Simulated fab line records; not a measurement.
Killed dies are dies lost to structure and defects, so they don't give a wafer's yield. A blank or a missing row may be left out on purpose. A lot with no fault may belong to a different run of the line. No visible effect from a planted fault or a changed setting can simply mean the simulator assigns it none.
Matching of chambers	flow nand harc	NHARC_A_CHANNEL_HOLE_D1_ETCH_44 on rie diel-13 has 4 sister chambers
The step etches the open film in CF4/O2, target depth 140 nm, overetch 14 nm, time 77 s. 8 wafers are shown with their chamber, then 12 later ones without.

## WAFERS PAIRED WITH THEIR CHAMBERS
wafer	chamber	showerhead plenum p Torr (Torr)	drypump motor current A (A)
L083.4	3	1.32	5.67
L084.3	2	1.38	5.80
L085.1	1	1.29	5.62
L085.2	2	1.38	5.82
L085.6	0	1.37	6.06
L088.2	0	1.37	6.01
L088.3	3	1.32	5.68
L088.4	1	1.28	5.58

## WAFERS WHOSE CHAMBER IS MISSING
wafer	showerhead plenum p Torr (Torr)	drypump motor current A (A)
L089.3	1.37	5.98
L089.4	1.28	5.60
L089.6	1.38	5.82
L090.4	1.28	5.59
L090.5	1.38	5.75
L090.6	1.28	5.58
L094.2	1.32	5.69
L094.4	1.37	5.98
L094.5	1.38	5.77
L095.4	1.28	5.60
L095.5	1.37	5.93
L095.6	1.28	5.61

## THE CHAMBER EACH PASSED THROUGH
wafer	from the rows above	in truth
L089.3	0	0
L089.4	1	1
L089.6	2	2
L090.4	1	1
L090.5	2	2
L090.6	1	1
L094.2	3	3
L094.4	0	0
L094.5	2	2
L095.4	1	1
L095.5	can't be placed: 0 or 2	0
L095.6	1	1
11 of 12 placed correctly. Unplaceable from these rows: 1, with the true chamber sitting among the candidates in 1. Wrongly placed: 0.
How it was worked out, from the rows above alone: a wafer's distance from a chamber is the root of the sum, over the readings, of the square of ((its reading less the chamber's mean) divided by the reading's scatter). The wafer belongs to the nearest chamber; if the next one is less than 2 further off, it can't be placed. The mean given for a chamber averages the wafers shown for that chamber. The scatter is the square root of a quotient: the sum, over the shown wafers, of each reading's squared deviation from its chamber's mean, divided by wafers minus chambers.
